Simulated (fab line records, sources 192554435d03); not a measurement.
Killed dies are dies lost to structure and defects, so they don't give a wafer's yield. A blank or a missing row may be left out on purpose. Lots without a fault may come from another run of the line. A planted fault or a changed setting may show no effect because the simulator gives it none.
Split-lot experiment | flow n5_finfet | 7 lots, 21 wafers read, on a route of 1938 steps

THE SPLIT
At N5_WELL_APT_PEB_06 (peb time 90 s), the setting peb_time_s was moved away from the recipe's 90 s on 8 of the 21 wafers read, by -21.6% to +17.3%. The other wafers ran this setting at the recipe's value.

FROM THE SPLIT TO THE READING: what the file shows between them, 2 steps
- N5_WELL_APT_DEVELOP_07: develop time 45 s
- N5_WELL_APT_HARDBAKE_12: time 120 s

THE READING
cd_nm, in nm, at N5_WELL_APT_CD_MEAS_08 (target cd 200 nm). Fault-free wafers of this fab line usually give 200.6 nm, standard deviation 1.1 nm.

wafer  | tool, chamber at the split | peb_time_s as run, s | against the recipe | cd_nm, nm | against lot-mates on the recipe
L075.1 | litho_track-04, 0          | 90                   | recipe             | 201.7     | -
L075.2 | litho_track-04, 0          | 90                   | recipe             | 201.7     | -
L075.3 | litho_track-04, 0          | 90                   | recipe             | 200.1     | -
L076.3 | litho_track-03, 0          | 105.6                | +17.3%             | 206.8     | +7.7
L076.4 | litho_track-03, 0          | 105.6                | +17.3%             | 205.0     | +5.9
L076.6 | litho_track-03, 0          | 90                   | recipe             | 199.1     | -
L081.1 | litho_track-04, 0          | 90                   | recipe             | 199.2     | -
L081.2 | litho_track-04, 0          | 80.58                | -10.5%             | 194.9     | -4.5
L081.3 | litho_track-04, 0          | 90                   | recipe             | 199.6     | -
L083.1 | litho_track-04, 0          | 90                   | recipe             | 200.7     | -
L083.2 | litho_track-04, 0          | 82.21                | -8.7%              | 199.9     | -0.8
L083.3 | litho_track-04, 0          | 82.21                | -8.7%              | 197.1     | -3.6
L086.3 | litho_track-03, 0          | 90                   | recipe             | 199.5     | -
L086.4 | litho_track-03, 0          | 74.76                | -16.9%             | 192.4     | -7.7
L086.6 | litho_track-03, 0          | 90                   | recipe             | 200.7     | -
L089.1 | litho_track-04, 0          | 90                   | recipe             | 199.7     | -
L089.3 | litho_track-04, 0          | 70.6                 | -21.6%             | 190.6     | -9.1
L089.4 | litho_track-04, 0          | 70.6                 | -21.6%             | 189.4     | -10.3
L090.4 | litho_track-02, 0          | 90                   | recipe             | 200.2     | -
L090.5 | litho_track-02, 0          | 90                   | recipe             | 201.0     | -
L090.6 | litho_track-02, 0          | 90                   | recipe             | 200.4     | -

THE FIT
A straight line over all 21 wafers: cd_nm changes by +0.408 nm for each +1% of peb_time_s; r = +0.96; the points scatter about the line by 1.3 nm.
The same after taking each lot's own level away (the mean of its wafers on the recipe; 21 wafers): +0.419 nm for each +1%; r = +0.98; scatter 0.89 nm.
On that fit, the largest move of peb_time_s shifts the reading by 9 nm.
The lots' own levels span 199.10 to 201.17 nm, that is 1.9 times the standard deviation above.
So the lot-to-lot level changes the slope little: the two slopes agree.
Check: with one of the wafers moved furthest among these (-21.6%) left out of the fit, the line predicts -9.01 nm for it against its lot-mates. It came out at -9.1 nm against them.

THE WHOLE CHAIN: every reading that the file lists as answering this split, in the file's order
step                   | what it does             | reading                                                         | change (the file's fit)               | r (the file's)
N5_WELL_APT_CD_MEAS_08 | target cd 200 nm         | cd_nm                                                           | +0.424 nm for each +1% of the setting | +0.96
N5_WELL_APT_DESCUM_13  | chemistry O2, time 7.9 s | WELL_APT.cd_nm (the simulator's own value, which no gauge read) | +0.426 nm for each +1% of the setting | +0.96

THE FILE'S OWN FIT
cd_nm changes by +0.424 nm for each +1% of peb_time_s, r = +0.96.
